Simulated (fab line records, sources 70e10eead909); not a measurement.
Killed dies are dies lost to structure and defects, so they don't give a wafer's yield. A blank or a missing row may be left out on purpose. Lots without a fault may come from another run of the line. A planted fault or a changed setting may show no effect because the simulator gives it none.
A struck lot beside a sound one | flow nand_harc | 14 steps out of a route of 1302
Sound: wafers L659.2, L659.3, L659.6. Struck: wafers L666.5, L666.6. (L666.3 of the same lot was not struck and is left out.) The cause comes at the end.
At each step with rows: each side's tool, then ch and its chambers, then its first start. Under that, the readings that differ: sound wafers | struck wafers | difference of the means | sigmas: that difference in standard deviations of wafers without a fault.
alike: readings whose means differ by less than 2 such deviations, and words and numbers that are the same on both sides. not compared: withheld readings, readings that some wafer has no value for, bounds like >300 that may hide the same value, and numbers for which the record gives no deviation and whose values overlap.
The two part at a step that has a row with sigmas, a row that says differs or no value, or rows on one side only. Numbers that don't overlap but have no deviation are shown without sigmas and don't part them. A reading that every wafer of one side lacks parts them only if that side has two wafers or more.

first, 7 steps without rows for these wafers: NHARC_A_STAIRCASE_COAT_178; NHARC_A_STAIRCASE_SOFTBAKE_179 (time 170 s); NHARC_A_STAIRCASE_EBR_180; NHARC_A_STAIRCASE_EXPOSE_181 (exposes mask STAIR 2); NHARC_A_STAIRCASE_PEB_182 (peb time 130 s); NHARC_A_STAIRCASE_DEVELOP_183 (time 140 s); NHARC_A_STAIRCASE_HARDBAKE_185 (time 140 s).
NHARC_A_STAIRCASE_DESCUM_186: chemistry O2, time 3 s.
  sound on rie_diel-10 ch 0,1,2, day 16 05:30; struck on rie_diel-04 ch 0,3, day 18 14:50
  alike: drypump_motor_current_A, oes_product_au, rf_vpp_V, showerhead_plenum_p_Torr, throttle_valve_pct
  not compared: rf_hours_counter_h
NHARC_A_STAIRCASE_TRIM_187: chemistry O2, time 211.2 s.
  sound on rie_diel-10 ch 0,2, day 16 05:37; struck on rie_diel-04 ch 0,3, day 18 14:57
  alike: drypump_motor_current_A, oes_product_au, rf_vpp_V, showerhead_plenum_p_Torr, throttle_valve_pct
  not compared: rf_hours_counter_h
NHARC_A_STAIRCASE_ETCH_188: etches the open film in C4F8/O2, target depth 100 nm, time 40.5 s.
  sound on rie_diel-10 ch 0,2; struck on rie_diel-04 ch 2,3
  alike: oes_product_au, rf_vpp_V, run_length_s
  not compared: rf_hours_counter_h
NHARC_A_STAIRCASE_TRIM_189: chemistry O2, time 211.2 s.
  sound on rie_diel-10 ch 0,1,2; struck on rie_diel-04 ch 2,3
  alike: drypump_motor_current_A, oes_product_au, rf_vpp_V, showerhead_plenum_p_Torr, throttle_valve_pct
  not compared: rf_hours_counter_h
NHARC_A_STAIRCASE_ETCH_190: etches the open film in C4F8/O2, target depth 100 nm, time 40.5 s.
  sound on rie_diel-10 ch 0,1,2, day 16 06:03; struck on rie_diel-04 ch 2,3, day 18 15:19
  reading          | sound          | struck    | difference | sigmas
  run_length_s (s) | 61.5 62.4 62.4 | 50.4 50.8 | -11.5      | -29
  alike: oes_product_au, rf_vpp_V
  not compared: rf_hours_counter_h
NHARC_A_STAIRCASE_TRIM_191: chemistry O2, time 211.2 s.
  sound on rie_diel-10 ch 0,1,2; struck on rie_diel-04 ch 1,2
  alike: drypump_motor_current_A, oes_product_au, rf_vpp_V, showerhead_plenum_p_Torr, throttle_valve_pct
  not compared: rf_hours_counter_h
-- the record jumps here: 8 days lie between the struck wafers' starts before and after (it left off in module A_STAIRCASE and takes up again in module END, whose first step shown is number 1302 of the route) --
NHARC_END_SORT_01:
  sound on prober-01 ch 0, day 25 01:56; struck on prober-02 ch 0, day 27 03:16
  reading         | sound    | struck  | difference | sigmas
  killed_at_array | 58 61 58 | 641 644 | +584       | +36
  killed_dies     | 63 65 64 | 644 647 | +582       | +36
  alike: killed_at_other, killed_at_periphery, killed_open, killed_short

WHERE THEY PART
First at NHARC_A_STAIRCASE_ETCH_190; last, within this record, at NHARC_END_SORT_01.

WHY: what the simulator had put in
Process parameter drift: rie_diel-04, from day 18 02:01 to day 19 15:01, at NHARC_A_STAIRCASE_ETCH_190. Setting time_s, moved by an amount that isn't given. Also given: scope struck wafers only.
